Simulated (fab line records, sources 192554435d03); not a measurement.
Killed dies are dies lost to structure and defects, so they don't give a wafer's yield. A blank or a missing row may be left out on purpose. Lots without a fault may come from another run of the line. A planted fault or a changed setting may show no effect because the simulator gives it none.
fab line records | flow n5_finfet
record lots=4 wafers=12 last_day=17
route steps=1938 shown MOL_CONTACT_COAG@625 BEOL_M0_SAQP@632 BEOL_M0_CUTY@710 BEOL_M4@1111 PASSIVATION@1936
lots that met no fault: from a run of the same line without faults
start_h: hours from the record's first day to the start of the lot's first wafer shown | wait_h: hours since the lot's step before | " the same as in the row above | L1.1+2: a row that stands for several wafers | - no value, or no start given | * or withheld: withheld | < > ~ a bound
route shown NAME@n: a module of which the file shows steps, and the number in the route of the first | usual: mean/standard deviation of fault-free wafers | same: alike in all rows | chamber/n: place in a boat | sites: the reading at each site | _std_site: their standard deviation | _edge_site: outer sites' mean less inner sites' | radius_mm: how far each site lies from the wafer's centre | mask NAME#n: copy n | behind: the tool/chamber that last shaped the wafer | hold: why the lot was held/for how many hours/how that ended | device: the transistor (n, p or np) that didn't switch | end of line: the same wafers' tests at the end of the route | a step without rows: its recipe alone | killed: dies lost to structure and defects at the first sort, not the wafer's yield | map: a wafer's dies, x killed, . not, _ none there
set.NAME: the setting as run; set.NAME@STEP: as run at that earlier step | model.NAME: the simulator's own value behind a step, which no gauge read
lots at some steps of the route; a table a step, a row a wafer
services: from which hour (start_h, from the record's first day; less than 0 if before it) a tool's chamber was out of use, for how many hours, and why
## steps
# step N5_MOL_CONTACT_COAG_PRECLEAN_127
# recipe chemistry=DIW time_s=57.5 temp_c=23
# step N5_MOL_CONTACT_COAG_SRD_128
# recipe dry_time_s=32 dry=n2_spin spin_rpm=1500
# step N5_MOL_CONTACT_COAG_CMP_52
# recipe stop_on=SiO2 t_overpolish_s=1.5 post_cmp_clean=w_dilute_nh4oh down_force_psi=4 platen_rpm=50.289 pad_velocity_m_s=1.0006 target_thk_nm=66.5
# step N5_MOL_CONTACT_COAG_ANNEAL_112
# recipe temp_c=400 time_s=1800 ambient=HPD2 pressure_atm=10
# step N5_BEOL_M0_SAQP_PECVD_00
# recipe material=SiCN target_thk_a=80 temp_c=withheld precursor=3MS/NH3 pressure_torr=3 rf_w=202 time_s=14
# step N5_BEOL_M0_SAQP_ILD_DEP_01
# recipe material=SiOC target_thk_a=454.19 temp_c=350 precursor=DEMS/O2 pressure_torr=5 rf_w=500 time_s=8.7
# step N5_BEOL_M0_SAQP_HM_DEP_02
# recipe material=TiN target_thk_a=120 temp_c=25 chamber_pressure_pa=0.49996
# step N5_BEOL_M0_SAQP_PECVD_03
# recipe material=SiCN target_thk_a=120 temp_c=withheld precursor=3MS/NH3 pressure_torr=3 rf_w=202 time_s=21.1
# step N5_BEOL_M0_SAQP_PECVD_96
# recipe material=a-Si target_thk_a=450 temp_c=350 precursor=SiH4/He pressure_torr=3 rf_w=100 time_s=45.2
# step N5_BEOL_M0_SAQP_PECVD_97
# recipe material=SiNx target_thk_a=230 temp_c=350 precursor=SiH4/NH3/N2 pressure_torr=1.5 rf_w=300 time_s=19.9
# usual heater_power_outer_w=311/39 heater_power_w=554/48 showerhead_plenum_p_Torr=5.16/0.068 throttle_valve_pct=39.2/2.4
# columns lot.wafer tool chamber start_h wait_h heater_power_outer_w heater_power_w showerhead_plenum_p_Torr throttle_valve_pct
L458.2 pecvd-03 1 130.67 0.0 340 568 5.09 38.5
L458.3 " 0 " " 287 501 5.08 39.4
L458.5 " 0 " " 285 491 5.08 39.6
L465.3 pecvd-03 0 174.39 0.0 340 582 5.09 39.3
L465.4 " 1 " " 330 558 5.08 38.6
L465.5 " 2 " " 325 592 5.10 39.0
L467.4 pecvd-03 2 186.88 0.0 379 657 5.10 39.0
L467.5 " 0 " " 291 512 5.08 39.4
L467.6 " 1 " " 348 568 5.07 38.9
L476.1 pecvd-02 2 240.42 0.0 251 493 5.15 38.8
L476.4 " 1 " " 373 599 5.22 40.3
L476.5 " 2 " " 254 493 5.16 38.9
# step N5_BEOL_M0_SAQP_PECVD_04
# recipe material=a-Si target_thk_a=600 temp_c=350 precursor=SiH4/He pressure_torr=3 rf_w=100 time_s=60.2
# step N5_BEOL_M0_SAQP_HM_DEP_111
# recipe material=SiO2 target_thk_a=120 temp_c=400 precursor=SiH4/N2O pressure_torr=0.75 rf_w=275 time_s=7.2
# step N5_BEOL_M0_SAQP_COAT_81
# recipe resist=SOC temp_c=250 time_s=60 spin_rpm=1500 resist_thk_nm=100
# step N5_BEOL_M0_SAQP_COAT_82
# recipe resist=SiARC temp_c=220 time_s=60 spin_rpm=1500 resist_thk_nm=30
# step N5_BEOL_M0_SAQP_COAT_08
# recipe resist=CAR-ArF spin_rpm=1500 resist_thk_nm=90
# step N5_BEOL_M0_SAQP_EBR_10
# recipe solvent=PGMEA ebr_width_mm=1.5
# step N5_BEOL_M0_SAQP_SOFTBAKE_09
# recipe temp_c=110 time_s=60 resist=CAR-ArF
# step N5_BEOL_M0_SAQP_EXPOSE_11
# recipe mask_id=M0_CORE na=1.35 source_shape=dipole sigma_inner=0.538 sigma_outer=0.738 polarization=te target_cd_nm=42 dose_mj=55
# step N5_BEOL_M0_SAQP_PEB_12
# recipe peb_temp_c=withheld peb_time_s=60 resist=CAR-ArF
# step N5_BEOL_M0_SAQP_DEVELOP_13
# recipe develop_time_s=30 developer=TMAH resist=CAR-ArF dev_temp_c=23 rinse_liquid=diw dry=air_spin
# step N5_BEOL_M0_SAQP_INSPECT_16
# recipe mode=adi inspect_instrument=brightfield
# usual raw_defect_count=479/100
# columns lot.wafer tool chamber start_h wait_h raw_defect_count
L458.2 defect_inspect-01 - 131.34 0.0 255
L458.3 " - " " 408
L458.5 " - " " 304
L465.3 defect_inspect-01 - 175.06 0.0 1562
L465.4 " - " " 1372
L465.5 " - " " 1410
L467.4 defect_inspect-02 - 187.53 0.0 1516
L467.5 " - " " 1557
L467.6 " - " " 1697
L476.1 defect_inspect-01 - 240.97 0.0 320
L476.4 " - " " 338
L476.5 " - " " 443
# step N5_BEOL_M0_SAQP_DESCUM_19
# recipe chemistry=O2 time_s=7.9 source_power_w=50 bias_power_w=20 pressure_mtorr=20 rf_frequency_hz=2.712e+07 temp_c=40 resist=CAR-ArF o2_flow_sccm=225
# step N5_BEOL_M0_SAQP_ETCH_83
# recipe chemistry=CF4 target=SiARC target_depth_a=390 mask_material=CAR-ArF time_s=65 ion_energy_ev=80 pressure_mtorr=40 source_w=545 bias_w=36 Ar_flow_sccm=100 cf4_flow_sccm=100 ends=cleared
# step N5_BEOL_M0_SAQP_ETCH_84
# recipe chemistry=N2/H2 target=SOC target_depth_a=1000 overetch_a=200 mask_material=SiARC temp_c=40 time_s=150 ion_energy_ev=200 pressure_mtorr=30 source_w=840 bias_w=150 n2_flow_sccm=200 h2_flow_sccm=200
# step N5_BEOL_M0_SAQP_STRIP_80
# recipe chemistry=N2/H2 temp_c=40 n2_flow_sccm=200 h2_flow_sccm=200 rf_frequency_hz=6e+07
# step N5_BEOL_M0_SAQP_HM_OPEN_112
# recipe chemistry=CHF3/O2 target=SiO2 stop_on=a-Si target_depth_a=120 over_etch_frac=1.25 mask_material=SOC time_s=13.5 pressure_mtorr=30 source_w=650 bias_w=170 Ar_flow_sccm=200 CHF3_flow_sccm=50 O2_flow_sccm=5 ion_energy_ev=200 ends=end_point
# step N5_BEOL_M0_SAQP_STRIP_113
# recipe chemistry=CHF3/O2 resist=SiARC rf_frequency_hz=6e+07
# step N5_BEOL_M0_SAQP_MANDREL_ETCH_20
# recipe target_depth_a=600 chemistry=HBr/Cl2 target=a-Si stop_on=SiNx bt_time_s=10 mask_material=SOC over_etch_frac=0.5 time_s=30 pressure_mtorr=10 icp_w=800 bias_w=75 HBr_flow_sccm=150 Cl2_flow_sccm=80 ends=end_point
# step N5_BEOL_M0_SAQP_STRIP_86
# recipe chemistry=N2/H2 power_w=500 temp_c=40 pressure_mtorr=50 rf_frequency_hz=6e+07 overash_fraction=0.3 bias_power_w=28 h2_frac=0.5 n2_flow_sccm=300 h2_flow_sccm=300
# step N5_BEOL_M0_SAQP_STRIP_115
# recipe chemistry=post_etch_residue_remover time_s=60 temp_c=25 remover_ph=withheld remover_water_wt_pct=withheld remover_fluoride_wt_pct=withheld
# step N5_BEOL_M0_SAQP_SRD_93
# recipe dry=ipa_marangoni time_s=30 temp_c=23 rinse_liquid=diw
# step N5_BEOL_M0_SAQP_RECESS_114
# recipe chemistry=HF/NH3 target=SiO2 target_depth_a=144 afs_cycles=3 temp_c=30 sublimation_temp_c=180 sublimation_time_s=60
# step N5_BEOL_M0_SAQP_SPACER1_ALD_98
# recipe material=SiO2 target_thk_a=128 temp_c=300 ald_precursor_family=BDEAS ald_co_reactant=O2-plasma pulse_time_s=1 purge_time_s=2 co_reactant_purge_time_s=2 ald_cycles=138 pressure_torr=2
# step N5_BEOL_M0_SAQP_SPACER1_ETCHBACK_99
# recipe chemistry=CHF3/O2 mode=anisotropic_etchback target=SiO2 target_depth_a=154 time_s=7.7 pressure_mtorr=30 source_w=650 bias_w=170 Ar_flow_sccm=200 CHF3_flow_sccm=50 O2_flow_sccm=5 ion_energy_ev=200
# step N5_BEOL_M0_SAQP_MANDREL1_REMOVE_100
# recipe chemistry=HBr/Cl2/O2 bt_time_s=10 target=a-Si stop_on=SiNx endpoint=OES-SiCl over_etch_frac=0.85 icp_w=600 bias_w=30 HBr_flow_sccm=150 Cl2_flow_sccm=80 O2_flow_sccm=5 pressure_mtorr=10
# step N5_BEOL_M0_SAQP_INSPECT_42
# recipe mode=adi inspect_instrument=brightfield
# usual raw_defect_count=278/76
# columns lot.wafer tool chamber start_h wait_h raw_defect_count
L458.2 defect_inspect-02 - 135.64 0.0 193
L458.3 " - " " 411
L458.5 " - " " 180
L465.3 defect_inspect-01 - 179.85 0.0 1337
L465.4 " - " " 1280
L465.5 " - " " 1254
L467.4 defect_inspect-02 - 192.77 0.0 1461
L467.5 " - " " 1285
L467.6 " - " " 1483
L476.1 defect_inspect-02 - 249.50 0.1 189
L476.4 " - " " 187
L476.5 " - " " 216
# step N5_BEOL_M0_CUTY_INSPECT_59
# recipe mode=adi inspect_instrument=macro
# usual raw_defect_count=1.9/1.4
# columns lot.wafer tool chamber start_h wait_h raw_defect_count
L458.2 defect_inspect-02 - 136.93 0.0 0
L458.3 " - " " 3
L458.5 " - " " 2
L465.3 defect_inspect-02 - 182.01 0.0 >300
L465.4 " - " " >300
L465.5 " - " " >300
L467.4 defect_inspect-02 - 194.19 0.0 >300
L467.5 " - " " >300
L467.6 " - " " >300
L476.1 defect_inspect-02 - 251.56 0.0 3
L476.4 " - " " 3
L476.5 " - " " 1
# step N5_BEOL_M4_RC_MEAS_101
# usual DIBL_N=37.5/2 DIBL_P=37.5/2.5 IOFF_N=0.18/0.042 IOFF_P=0.24/0.046 ION_N=677/15 ION_P=464/9.5 SS_N=72.0/0.76 SS_P=73.6/0.79 VT_N=249/3.5 VT_P=-249/3.2
# columns lot.wafer tool chamber start_h wait_h DIBL_N[mV/V] DIBL_P[mV/V] IOFF_N[nA/um] IOFF_P[nA/um] ION_N[uA/um] ION_P[uA/um] SS_N[mV/dec] SS_P[mV/dec] VT_N[mV] VT_P[mV]
L458.2 prober-02 0 182.70 0.2 38.2 35.4 0.17 0.23 671 462 72.1 73.1 252 -247
L458.3 " 0 " " 40.2 40.1 0.21 0.32 691 479 72.4 74.3 247 -244
L458.5 " 0 " " 36.9 33.5 0.15 0.21 660 461 72.1 72.7 254 -247
L465.3 prober-01 0 228.52 0.3 37.1 39.9 0.19 0.23 687 469 72.2 73.7 250 -249
L465.4 " 0 " " 36.6 39.2 0.17 0.24 644 444 72.4 75.0 255 -252
L465.5 " 0 " " 38.6 40.8 0.21 0.24 695 468 72.7 74.7 247 -250
L467.4 prober-02 0 247.66 0.5 38.5 38.1 0.20 0.23 670 453 73.3 74.0 248 -253
L467.5 " 0 " " 38.6 39.0 0.20 0.24 684 460 72.6 74.3 249 -250
L467.6 " 0 " " 36.4 36.3 0.17 0.21 672 459 71.6 73.0 253 -252
L476.1 prober-01 0 305.25 0.0 39.0 37.2 0.21 0.22 659 448 72.9 74.2 250 -253
L476.4 " 0 " " 37.8 37.0 0.19 0.22 703 469 72.0 73.6 248 -250
L476.5 " 0 " " 37.5 37.1 0.18 0.21 693 473 71.9 73.5 246 -253
# step N5_PASSIVATION_PROBE_49
# usual defect_limited_yield=91.8/1.5 killed_at_M0_to_M3=33/11 killed_at_M4_up=13/5 killed_at_contacts=11/5.6 killed_at_front_end=36/12 killed_at_other=3.4/2.5 killed_dies=97/18 killed_on_rim=12/4.2 killed_open=64/13 killed_short=31/6.9 sort_bin_5_function=4.8/1 sort_bin_6_memory=3.1/0.64 sort_n_pass=1083/18 sort_yield_pct=91.8/1.5
# same gross_dies=1180 killed_at_back_side=0 sort_bin_4_leakage[%]=0 sort_bin_8_speed[%]=0
# columns lot.wafer tool chamber start_h wait_h defect_limited_yield[%] killed_at_M0_to_M3 killed_at_M4_up killed_at_contacts killed_at_front_end killed_at_other killed_dies killed_on_rim killed_open killed_short sort_bin_5_function[%] sort_bin_6_memory[%] sort_n_pass sort_yield_pct[%]
L458.2 prober-01 - 289.94 0.1 91.6 18 6 10 61 4 99 6 63 35 5.1 2.7 1081 91.6
L458.3 prober-01 - 289.99 0.1 90.2 45 14 9 45 3 116 18 79 37 5.7 3.8 1064 90.2
L458.5 prober-01 - 290.09 0.2 93.2 24 4 4 44 4 80 7 50 29 4.0 2.5 1100 93.2
L465.3 prober-01 - 327.84 0.4 80.9 142 25 6 45 7 225 35 85 39 11.2 4.2 955 80.9
L465.4 prober-01 - 327.89 0.5 85.9 101 17 11 32 5 166 24 52 37 7.6 3.9 1014 85.9
L465.5 prober-01 - 327.94 0.5 80.7 170 9 10 34 5 228 16 53 30 12.0 4.3 952 80.7
L467.4 prober-02 - 348.07 0.2 78.8 185 18 17 26 4 250 23 66 31 13.8 3.6 930 78.8
L467.5 prober-02 - 348.12 0.2 83.5 130 16 19 27 3 195 34 54 30 9.8 3.3 985 83.5
L467.6 prober-02 - 348.17 0.3 86.3 94 13 19 30 6 162 32 57 30 7.9 3.7 1018 86.3
L476.1 prober-02 - 409.38 0.0 93.8 16 20 6 27 4 73 9 51 22 3.6 2.6 1107 93.8
L476.4 prober-02 - 409.53 0.2 91.9 34 16 10 33 2 95 12 68 27 4.2 3.6 1085 91.9
L476.5 prober-02 - 409.58 0.2 91.6 36 13 20 28 2 99 17 69 29 4.2 3.6 1081 91.6
# killed by level:class
L458.2 GATE_CUT:geometric_particle:short=12 STI_FIN_REVEAL:geometric_particle:open=10 FIN_SAQP:geometric_particle:open=9 MOL_CONTACT_COAG:geometric_particle:open=8 DUMMY_GATE:geometric_particle:open=6 DUMMY_GATE:geometric_particle:short=5 BEOL_M2:geometric_particle:open=5 BEOL_M3:geometric_particle:open=5
L458.3 STI_FIN_REVEAL:geometric_particle:open=12 BEOL_M1:geometric_particle:open=10 BEOL_M2:geometric_particle:open=9 BEOL_M3:geometric_particle:open=9 FIN_SAQP:geometric_particle:open=7 FIN_SAQP:geometric_particle:short=7 BEOL_M0_SAQP:geometric_particle:open=6 MOL_CONTACT_COAG:geometric_particle:open=5
L458.5 GATE_CUT:geometric_particle:short=10 FIN_SAQP:geometric_particle:open=9 BEOL_M0_SAQP:geometric_particle:open=7 STI_FIN_REVEAL:geometric_particle:open=6 FIN_SAQP:geometric_particle:short=5 BEOL_M3:geometric_particle:open=5 BEOL_M2:geometric_particle:open=4 GATE_CUT:geometric_particle:open=4
L465.3 BEOL_M0_SAQP:unspecified=100 BEOL_M3:geometric_particle:open=11 FIN_SAQP:geometric_particle:open=9 STI_FIN_REVEAL:geometric_particle:open=9 BEOL_M1:geometric_particle:open=8 FIN_SAQP:geometric_particle:short=7 BEOL_M0_SAQP:geometric_particle:open=7 BEOL_M4:geometric_particle:open=7
L465.4 BEOL_M0_SAQP:unspecified=77 FIN_SAQP:geometric_particle:short=12 BEOL_M0_SAQP:geometric_particle:open=9 BEOL_M4:geometric_particle:open=8 MOL_CONTACT_COAG:geometric_particle:open=6 STI_FIN_REVEAL:geometric_particle:open=5 MOL_CONTACT_COAG:geometric_particle:short=5 BEOL_M0_SAQP:geometric_particle:short=4
L465.5 BEOL_M0_SAQP:unspecified=145 STI_FIN_REVEAL:geometric_particle:open=11 MOL_CONTACT_COAG:geometric_particle:open=9 BEOL_M0_SAQP:geometric_particle:open=7 BEOL_M0_SAQP:geometric_particle:short=6 FIN_SAQP:geometric_particle:short=5 FIN_SAQP:geometric_particle:open=4 BEOL_M1:geometric_particle:open=4
L467.4 BEOL_M0_SAQP:unspecified=150 BEOL_M0_SAQP:geometric_particle:short=14 BEOL_M0_SAQP:geometric_particle:open=11 MOL_CONTACT_COAG:geometric_particle:open=10 STI_FIN_REVEAL:geometric_particle:open=7 BEOL_M1:geometric_particle:open=6 BEOL_M4:geometric_particle:open=6 FIN_SAQP:geometric_particle:open=5
L467.5 BEOL_M0_SAQP:unspecified=108 MOL_CONTACT_COAG:geometric_particle:open=14 BEOL_M0_SAQP:geometric_particle:short=8 FIN_SAQP:geometric_particle:open=6 DUMMY_GATE:geometric_particle:open=6 BEOL_M0_SAQP:geometric_particle:open=6 MOL_CONTACT_COAG:geometric_particle:short=5 FIN_SAQP:geometric_particle:short=4
L467.6 BEOL_M0_SAQP:unspecified=73 MOL_CONTACT_COAG:geometric_particle:open=17 BEOL_M0_SAQP:geometric_particle:open=11 FIN_SAQP:geometric_particle:short=9 FIN_SAQP:geometric_particle:open=8 BEOL_M0_SAQP:geometric_particle:short=7 DUMMY_GATE:geometric_particle:open=5 BEOL_M5:geometric_particle:open=4
L476.1 BEOL_M4:geometric_particle:open=9 STI_FIN_REVEAL:geometric_particle:open=7 BEOL_M0_SAQP:geometric_particle:open=7 FIN_SAQP:geometric_particle:short=5 FIN_SAQP:geometric_particle:open=5 MOL_CONTACT_COAG:geometric_particle:open=4 BEOL_M3:geometric_particle:open=4 DUMMY_GATE:geometric_particle:open=3
L476.4 BEOL_M3:geometric_particle:open=18 BEOL_M4:geometric_particle:open=11 DUMMY_GATE:geometric_particle:open=7 MOL_CONTACT_COAG:geometric_particle:open=7 STI_FIN_REVEAL:geometric_particle:open=6 BEOL_M2:geometric_particle:open=5 FIN_SAQP:geometric_particle:short=4 BEOL_M0_SAQP:geometric_particle:short=4
L476.5 MOL_CONTACT_COAG:geometric_particle:open=16 BEOL_M0_SAQP:geometric_particle:open=10 BEOL_M0_SAQP:geometric_particle:short=9 STI_FIN_REVEAL:geometric_particle:open=7 DUMMY_GATE:geometric_particle:open=6 MOL_CONTACT_COAG:geometric_particle:short=4 BEOL_M2:geometric_particle:open=4 BEOL_M3:geometric_particle:open=4
# map L465.5 (x killed, . not)
_________________............________________
______________..........x......._____________
___________.x.............xx.......__________
__________..x.............x........._________
________.........................x...._______
_______.....x.........x.......x........______
______.....x.......x...................._____
_____.x......................x.x.........____
____...........x.............x............___
___..................x..x.........x....x...__
___................................x.......__
__......x.....x...........x..x.....x........_
__..............x...x.x.x.......x..........._
_.......x..........x...x..................x..
_............x.........x............x........
_...x...x....................................
_......xxxxxxx....................x..........
_.....xxxxxxxxxxx................x...x...x...
_..xxxxxxxxxxxxx.x..................x...x....
_x.xxxxxxxxxxxxx.x.x...............x.........
_.xxxxxxxxxxxxxxxx.x..x...........x..........
__xxxxxxxxxxxxxxx...............x.....x....._
__.xxxxxxxxxxxxxxx.................x........_
___xxxxxxxxxxxxxxx.x.......................__
___xxxxxxxxxxxxxxx.x........x..............__
____xxxxxxxxxxxx.x.......x.........x.x....___
_____xxxxxxx.xxx.........................____
______..xxxxxx..x...........x........x.._____
_______....x.....x...x.................______
________....x...............x........._______
__________x......x.....x.x.........._________
___________........................__________
______________.......x.......x.._____________
_________________....x.......________________
# map L467.4 (x killed, . not)
_________________......x.....________________
______________.................x_____________
___________......x........x........__________
__________x...........x......x......_________
________.......x.....x...........x...._______
_______.................x..........x...______
______..............................x.x._____
_____......................x..........x..____
____......................x.....x.........___
___x..........x.....x........x.....x.......__
___...x..x....x.............x.........x....__
__xx...........x.x..x......x................_
__...x.x...x.................x.x.........x.._
_.......x........................xx..........
_.....x........x.............................
_..........xx.........................x.x....
_....xxxx.xxx........x.......................
_x...xx.xxxxxx..xx...........................
_...xxxxxxxxxxxx.x..x.x....x.x...........x...
_..xxxxxxxxxxxxxxx....xx....x.x............xx
_.xxxxxxxxxxxxxxxxxx.x.........x.........xx..
__xxxxxxxxxxxxxxxx.........x...........x.x.._
__xxxxxxxxxxxxxxx.....x..x.............x...._
___.xxxxxxxxxxxx.x.x...........x....x...x..__
___xxxxxxxxxxxx.x.x...x.........xx.........__
____xxxxxxxxxxxxx...x.....................___
_____xxxxxxxxx..x...x.x.......x...x.....x____
______.xxxx....xx..........x............_____
_______...x........x....x.....x........______
________.....x........................_______
__________.............x..x....x...._________
___________....x.....xx...x........__________
______________.................._____________
_________________..x....x....________________
## services
# columns tool chamber start_h hours kind
pecvd-03 - 122.85 0.5 repair
pecvd-03 2 133.50 2.1 scheduled_down
pecvd-02 2 142.43 2.1 scheduled_down
pecvd-02 1 152.91 1.9 repair
pecvd-03 - 221.28 2.8 pm
pecvd-02 - 225.45 14.6 pm
## key
first_sign step=N5_BEOL_M0_SAQP_INSPECT_16 reading=raw_defect_count direction=up sigmas=10 usual=479 struck=1519
effect step=N5_BEOL_M0_SAQP_INSPECT_42 reading=raw_defect_count direction=up sigmas=14 usual=278 struck=1350
effect step=N5_BEOL_M0_CUTY_INSPECT_59 reading=raw_defect_count direction=up sigmas=99+ usual=1.9 struck=>300
effect step=N5_PASSIVATION_PROBE_49 reading=killed_at_M0_to_M3 direction=up sigmas=9.7 usual=33 struck=137
more_kills_born_at N5_BEOL_M0_SAQP_PECVD_97@pecvd-03=653
met_at N5_BEOL_M0_SAQP_PECVD_97
struck_wafers L465.3,L465.4,L465.5,L467.4,L467.5,L467.6
onset_between 130.67 174.39
fault kind=chamber_particle_source tool=pecvd-03 chamber=- onset_h=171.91 steps=N5_BEOL_M0_SAQP_PECVD_97 rate_per_visit_cm2=1.6685 end_h=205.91
